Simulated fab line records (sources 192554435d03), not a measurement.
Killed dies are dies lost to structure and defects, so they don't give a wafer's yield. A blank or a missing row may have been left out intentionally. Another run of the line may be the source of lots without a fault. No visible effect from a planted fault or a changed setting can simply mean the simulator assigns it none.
Split-lot study -- flow n5Finfet -- on a route of 1938 steps: 7 lots, 39 wafers read

ABOUT THE SPLIT
At N5_BEOL_M14_ETCH_68 (etches SOC in N2/H2, time 450 s), the setting targetDepthA was moved away from the recipe's 9000 angstrom on 12 of the 39 wafers read, by -51.6% to +55.9%. For the rest of the wafers, this setting stayed at what the recipe calls for.

Reading taken at the split's own step.

THE READING
SiARC_of_BEOL_M14_COAT_66.thkNm (the simulator's own value, which no gauge read), in nm, at N5_BEOL_M14_ETCH_68 (etches SOC in N2/H2, time 450 s). No usual value for it is given in the file. Across the 27 wafers here that went through the recipe, the average is 64.7 nm and the standard deviation 0.86 nm.

wafer,"tool, chamber at the split","targetDepthA as run, angstrom",against the recipe,"SiARC_of_BEOL_M14_COAT_66.thkNm, nm",against lot-mates on the recipe
L079.1,"rieDiel-01, 1",11090,+23.2%,52.6,-12.9
L079.2,"rieDiel-01, 3",11090,+23.2%,56.4,-9.1
L079.3,"rieDiel-01, 0",9000,recipe,65.6,-
L079.4,"rieDiel-01, 0",9000,recipe,64.8,-
L079.5,"rieDiel-01, 1",11090,+23.2%,53.4,-12.1
L079.6,"rieDiel-01, 3",9000,recipe,66.2,-
L081.1,"rieDiel-05, 2",9000,recipe,66.2,-
L081.2,"rieDiel-05, 1",11140,+23.8%,53,-13.0
L081.3,"rieDiel-05, 3",9000,recipe,65.4,-
L081.4,"rieDiel-05, 0",11140,+23.8%,56.4,-9.6
L081.5,"rieDiel-05, 0",9000,recipe,66.4,-
L081.6,"rieDiel-05, 3",11140,+23.8%,54.8,-11.2
L080.1,"rieDiel-04, 2",9000,recipe,64,-
L080.5,"rieDiel-04, 2",9000,recipe,64,-
L080.2,"rieDiel-04, 0",9000,recipe,64.2,-
L080.3,"rieDiel-04, 1",9000,recipe,64.4,-
L080.4,"rieDiel-04, 3",9000,recipe,63,-
L080.6,"rieDiel-04, 3",9000,recipe,63,-
L091.1,"rieDiel-05, 2",9000,recipe,65.6,-
L091.3,"rieDiel-05, 1",9000,recipe,64,-
L091.5,"rieDiel-05, 2",9000,recipe,66,-
L087.1,"rieDiel-04, 1",9000,recipe,64.4,-
L087.5,"rieDiel-04, 1",9000,recipe,64.4,-
L087.2,"rieDiel-04, 3,0",14030,+55.9%,39.2,-25.1
L087.3,"rieDiel-04, 3,0",14030,+55.9%,39.2,-25.1
L087.4,"rieDiel-04, 2",9000,recipe,64.2,-
L087.6,"rieDiel-04, 2",14030,+55.9%,40,-24.3
L092.1,"rieDiel-04, 0",9000,recipe,65,-
L092.2,"rieDiel-04, 3",9000,recipe,64.8,-
L092.3,"rieDiel-04, 1",9000,recipe,64.2,-
L092.4,"rieDiel-04, 2,3",9000,recipe,64.4,-
L092.6,"rieDiel-04, 2,3",9000,recipe,64.4,-
L092.5,"rieDiel-04, 2",9000,recipe,65.2,-
L094.1,"rieDiel-04, 0",9000,recipe,65,-
L094.2,"rieDiel-04, 1,2",4353,-51.6%,88,+23.3
L094.6,"rieDiel-04, 1,2",4353,-51.6%,88,+23.3
L094.3,"rieDiel-04, 3",4353,-51.6%,87.4,+22.7
L094.4,"rieDiel-04, 2,1",9000,recipe,64.6,-
L094.5,"rieDiel-04, 2,1",9000,recipe,64.6,-
If several chambers appear in one row, that row covers several wafers at once and the file leaves open which wafer was in which chamber.

THE FIT
A straight line over all 39 wafers: SiARC_of_BEOL_M14_COAT_66.thkNm changes by -0.448 nm for each +1% of targetDepthA; r = -1.00; the points scatter about the line by 0.99 nm.
The same after taking each lot's own level away (the mean of its wafers on the recipe; 39 wafers): -0.451 nm for each +1%; r = -1.00; scatter 0.82 nm.
According to that fit, moving targetDepthA by its largest amount changes the reading by 25 nm.
Across the lots, their own levels run from 63.77 to 66.00 nm, a range of 2.6 times the standard deviation given above.
The two slopes are in agreement: the lot-to-lot level therefore moves the slope only a little.
Check: for one of the wafers moved furthest among these (+55.9%), held out of the fit, the line's prediction against its lot-mates is -25.3 nm. It came out at -25.1 nm against them.

FURTHER SPLITS ON THESE WAFERS
Before the reading, these wafers also passed through other splits. Each is held against what the fit with the lots' levels taken away leaves over:
other split on the same wafers,wafers away from the commonest value,r with SiARC_of_BEOL_M14_COAT_66.thkNm (lot level and that fit taken away)
N5_BEOL_M11_ETCH_41 timeS,18,+0.12

THE FILE'S OWN FIT
SiARC_of_BEOL_M14_COAT_66.thkNm changes by -0.452 nm for each +1% of targetDepthA, r = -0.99.
